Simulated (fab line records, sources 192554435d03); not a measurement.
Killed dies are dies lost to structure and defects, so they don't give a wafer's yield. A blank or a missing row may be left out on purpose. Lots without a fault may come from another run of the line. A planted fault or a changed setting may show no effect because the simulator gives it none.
fab line records | flow n5_finfet | part 2 of 2: steps 41 to 41 of 41
record lots=7 wafers=19 last_day=18
route steps=1938 shown SD_EPI_N@281 SD_EPI_P@295 PASSIVATION@1936
lots that met no fault: from a run of the same line without faults
start_h: hours from the record's first day to the start of the lot's first wafer shown | wait_h: hours since the lot's step before | " the same as in the row above | L1.1+2: a row that stands for several wafers | - no value, or no start given | * or withheld: withheld | < > ~ a bound
route shown NAME@n: a module of which the file shows steps, and the number in the route of the first | usual: mean/standard deviation of fault-free wafers | same: alike in all rows | chamber/n: place in a boat | sites: the reading at each site | _std_site: their standard deviation | _edge_site: outer sites' mean less inner sites' | radius_mm: how far each site lies from the wafer's centre | mask NAME#n: copy n | behind: the tool/chamber that last shaped the wafer | hold: why the lot was held/for how many hours/how that ended | device: the transistor (n, p or np) that didn't switch | end of line: the same wafers' tests at the end of the route | a step without rows: its recipe alone | killed: dies lost to structure and defects at the first sort, not the wafer's yield | map: a wafer's dies, x killed, . not, _ none there
set.NAME: the setting as run; set.NAME@STEP: as run at that earlier step | model.NAME: the simulator's own value behind a step, which no gauge read
lots at some steps of the route; a table a step, a row a wafer
services: from which hour (start_h, from the record's first day; less than 0 if before it) a tool's chamber was out of use, for how many hours, and why
## steps
# step N5_PASSIVATION_PROBE_49
# usual killed_at_M0_to_M3=34/11 killed_at_M4_up=14/5.6 killed_at_contacts=13/5.9 killed_at_front_end=40/11 killed_at_other=4/3.1 killed_dies=105/16 killed_on_rim=14/4.2 killed_open=68/11 killed_short=34/8.4
# same gross_dies=1180 killed_at_back_side=0
# columns lot.wafer tool chamber start_h wait_h killed_at_M0_to_M3 killed_at_M4_up killed_at_contacts killed_at_front_end killed_at_other killed_dies killed_on_rim killed_open killed_short
L225.1 prober-02 - 320.17 0.0 51 13 20 39 6 129 15 93 33
L225.2 prober-02 - 320.22 0.1 45 13 20 32 1 111 9 75 32
L225.5 prober-02 - 320.37 0.2 41 17 16 41 5 120 13 88 28
L228.1 prober-01 - 353.65 0.0 31 5 10 49 5 100 12 60 32
L228.2 prober-01 - 353.70 0.1 29 4 9 28 3 73 14 52 21
L228.3 prober-01 - 353.75 0.1 27 9 21 38 1 96 11 65 31
L235.1 prober-01 - 402.73 0.0 33 15 13 38 4 103 12 74 28
L235.2 prober-01 - 402.78 0.1 26 6 10 25 10 77 15 45 32
L237.4 prober-02 - 412.93 0.2 35 10 10 26 1 82 10 49 33
L237.6 prober-02 - 413.03 0.3 64 14 18 50 2 148 18 83 63
L238.2 prober-02 - 429.68 1.3 28 15 24 52 0 119 24 76 38
L238.4 prober-02 - 429.78 1.4 25 7 16 47 1 96 14 64 32
L238.6 prober-02 - 429.88 1.5 14 16 5 42 0 77 7 50 24
L240.1 prober-01 - 442.64 0.0 36 5 21 42 7 111 17 77 32
L240.2 prober-01 - 442.69 0.1 27 16 8 38 3 92 12 61 30
L240.4 prober-01 - 442.79 0.2 28 14 24 54 7 127 16 85 42
L241.1 prober-02 - 442.80 0.0 22 32 15 61 0 130 22 81 44
L241.4 prober-02 - 442.95 0.2 23 23 13 53 1 113 9 72 40
L241.6 prober-02 - 443.05 0.3 17 27 9 80 6 139 31 86 53
# killed by level:class
L225.1 MOL_CONTACT_COAG:geometric_particle:open=18 BEOL_M2:geometric_particle:open=15 STI_FIN_REVEAL:geometric_particle:open=11 FIN_SAQP:geometric_particle:open=10 BEOL_M1:geometric_particle:open=8 BEOL_M4:geometric_particle:open=7 BEOL_M3:geometric_particle:open=6 BEOL_M0_SAQP:geometric_particle:open=5
L225.2 MOL_CONTACT_COAG:geometric_particle:open=17 BEOL_M3:geometric_particle:open=12 BEOL_M0_SAQP:geometric_particle:short=10 BEOL_M0_SAQP:geometric_particle:open=8 BEOL_M4:geometric_particle:open=8 FIN_SAQP:geometric_particle:short=7 BEOL_M2:geometric_particle:open=7 DUMMY_GATE:geometric_particle:open=5
L225.5 MOL_CONTACT_COAG:geometric_particle:open=12 STI_FIN_REVEAL:geometric_particle:open=11 BEOL_M2:geometric_particle:open=9 FIN_SAQP:geometric_particle:open=8 BEOL_M3:geometric_particle:open=8 BEOL_M4:geometric_particle:open=7 BEOL_M0:geometric_particle:open=7 BEOL_M0_SAQP:geometric_particle:short=5
L228.1 FIN_SAQP:geometric_particle:open=14 MOL_CONTACT_COAG:geometric_particle:open=9 BEOL_M2:geometric_particle:open=9 HKMG_FIN:area_etch=7 FIN_SAQP:geometric_particle:short=6 GATE_CUT:geometric_particle:short=6 STI_FIN_REVEAL:geometric_particle:open=5 BEOL_M0_SAQP:geometric_particle:short=4
L228.2 FIN_SAQP:geometric_particle:open=11 MOL_CONTACT_COAG:geometric_particle:open=8 BEOL_M3:geometric_particle:open=7 FIN_SAQP:geometric_particle:short=5 BEOL_M0_SAQP:geometric_particle:open=4 BEOL_M0:geometric_particle:short=4 BEOL_M1:geometric_particle:open=4 STI_FIN_REVEAL:geometric_particle:open=3
L228.3 MOL_CONTACT_COAG:geometric_particle:open=17 STI_FIN_REVEAL:geometric_particle:open=12 BEOL_M0_SAQP:geometric_particle:open=10 FIN_SAQP:geometric_particle:open=8 BEOL_M0_SAQP:geometric_particle:short=7 FIN_SAQP:geometric_particle:short=4 MOL_CONTACT_COAG:geometric_particle:short=4 STARTING-WAFER:geometric_particle:short=4
L235.1 FIN_SAQP:geometric_particle:open=12 MOL_CONTACT_COAG:geometric_particle:open=11 BEOL_M0_SAQP:geometric_particle:open=11 FIN_SAQP:geometric_particle:short=6 BEOL_M0_SAQP:geometric_particle:short=6 BEOL_M1:geometric_particle:open=6 BEOL_M7:geometric_particle:open=5 DUMMY_GATE:geometric_particle:open=4
L235.2 BEOL_M0_SAQP:geometric_particle:short=9 MOL_CONTACT_COAG:geometric_particle:open=8 BEOL_M0_SAQP:geometric_particle:open=8 FIN_SAQP:geometric_particle:short=7 FIN_SAQP:geometric_particle:open=6 BEOL_M3:geometric_particle:open=5 MIM_TOP_ETCH:geometric_particle:short=4 DUMMY_GATE:geometric_particle:open=4
L237.4 BEOL_M0_SAQP:geometric_particle:open=10 MOL_CONTACT_COAG:geometric_particle:open=8 BEOL_M2:geometric_particle:open=7 FIN_SAQP:geometric_particle:short=5 BEOL_M2:geometric_particle:short=5 BEOL_M3:geometric_particle:open=5 STARTING-WAFER:geometric_particle:short=4 FIN_SAQP:geometric_particle:open=3
L237.6 BEOL_M0_SAQP:geometric_particle:short=24 BEOL_M0_SAQP:geometric_particle:open=16 MOL_CONTACT_COAG:geometric_particle:open=15 GATE_CUT:geometric_particle:short=9 BEOL_M3:geometric_particle:open=8 FIN_SAQP:geometric_particle:short=7 DUMMY_GATE:geometric_particle:open=6 ILD0:geometric_particle:open=6
L238.2 MOL_CONTACT_COAG:geometric_particle:open=18 FIN_SAQP:geometric_particle:open=12 BEOL_M1:geometric_particle:open=8 GATE_CUT:geometric_particle:short=7 FIN_SAQP:geometric_particle:short=6 DUMMY_GATE:geometric_particle:open=6 MOL_CONTACT_COAG:geometric_particle:short=6 BEOL_M2:geometric_particle:open=6
L238.4 MOL_CONTACT_COAG:geometric_particle:open=14 FIN_SAQP:geometric_particle:open=9 BEOL_M0_SAQP:geometric_particle:short=7 FIN_SAQP:geometric_particle:short=6 BEOL_M2:geometric_particle:open=6 STI_FIN_REVEAL:geometric_particle:open=5 DUMMY_GATE:geometric_particle:open=4 SPACER0:geometric_particle:open=4
L238.6 FIN_SAQP:geometric_particle:open=12 FIN_SAQP:geometric_particle:short=7 BEOL_M3:geometric_particle:open=6 DUMMY_GATE:geometric_particle:open=5 BEOL_M4:geometric_particle:open=5 BEOL_M4:geometric_particle:short=5 STI_FIN_REVEAL:geometric_particle:open=4 GATE_CUT:geometric_particle:open=4
L240.1 MOL_CONTACT_COAG:geometric_particle:open=18 STI_FIN_REVEAL:geometric_particle:open=10 BEOL_M0_SAQP:geometric_particle:short=8 BEOL_M3:geometric_particle:open=7 BEOL_M1:geometric_particle:open=6 DUMMY_GATE:geometric_particle:open=5 FIN_SAQP:geometric_particle:open=4 STI_FIN_REVEAL:geometric_particle:short=4
L240.2 BEOL_M4:geometric_particle:open=11 FIN_SAQP:geometric_particle:open=8 FIN_SAQP:geometric_particle:short=8 STI_FIN_REVEAL:geometric_particle:open=7 BEOL_M2:geometric_particle:open=7 MOL_CONTACT_COAG:geometric_particle:open=6 BEOL_M0_SAQP:geometric_particle:short=6 DUMMY_GATE:geometric_particle:open=4
L240.4 MOL_CONTACT_COAG:geometric_particle:open=21 STI_FIN_REVEAL:geometric_particle:open=15 BEOL_M0_SAQP:geometric_particle:short=9 STI_FIN_REVEAL:geometric_particle:short=7 DUMMY_GATE:geometric_particle:open=7 BEOL_M4:geometric_particle:open=6 STARTING-WAFER:geometric_particle:open=6 FIN_SAQP:geometric_particle:open=5
L241.1 FIN_SAQP:geometric_particle:open=20 FIN_SAQP:geometric_particle:short=19 MOL_CONTACT_COAG:geometric_particle:open=12 BEOL_M4:geometric_particle:open=10 BEOL_M5:geometric_particle:open=9 STI_FIN_REVEAL:geometric_particle:open=8 BEOL_M1:geometric_particle:open=6 BEOL_M3:geometric_particle:open=6
L241.4 FIN_SAQP:geometric_particle:short=17 FIN_SAQP:geometric_particle:open=16 BEOL_M4:geometric_particle:open=15 BEOL_M2:geometric_particle:open=9 MOL_CONTACT_COAG:geometric_particle:open=8 GATE_CUT:geometric_particle:open=5 BEOL_M3:geometric_particle:open=5 BEOL_M4:geometric_particle:short=5
L241.6 FIN_SAQP:geometric_particle:open=19 STI_FIN_REVEAL:geometric_particle:open=19 FIN_SAQP:geometric_particle:short=17 BEOL_M4:geometric_particle:open=15 BEOL_M4:geometric_particle:short=8 MOL_CONTACT_COAG:geometric_particle:open=7 GATE_CUT:geometric_particle:short=7 STI_FIN_REVEAL:geometric_particle:short=5
## services
# columns tool chamber start_h hours kind
ald_sin-03 - 75.91 1.0 repair
ald_sin-04 - 85.25 14.0 pm
rie_diel-06 - 90.88 0.7 repair
epi_rpcvd-02 - 105.14 0.7 repair
rie_si-02 2 108.39 5.3 repair
rie_si-06 0 120.28 8.8 repair
rie_si-06 2 148.45 9.2 repair
rie_si-06 - 149.39 14.6 pm
epi_rpcvd-01 - 153.38 28.1 pm
rie_diel-03 1 154.43 5.8 repair
ald_sin-04 - 155.76 12.3 repair
rie_diel-06 3 165.87 11.5 repair
epi_rpcvd-03 - 165.99 0.5 pm
rie_si-06 1 165.99 5.2 repair
epi_rpcvd-02 - 169.58 2.8 pm
ald_sin-03 - 178.85 14.0 pm
rie_diel-06 2 182.28 6.3 repair
epi_rpcvd-04 - 182.44 27.2 pm
rie_diel-06 2 188.79 - clean
rie_diel-06 2 188.79 - consumable_replace:focus_ring
rie_diel-06 2 188.79 - consumable_replace:showerhead
rie_diel-06 2 188.79 20.9 scheduled_down
rie_diel-06 2 188.79 20.9 vent_cycle
rie_si-04 2 194.51 3.2 repair
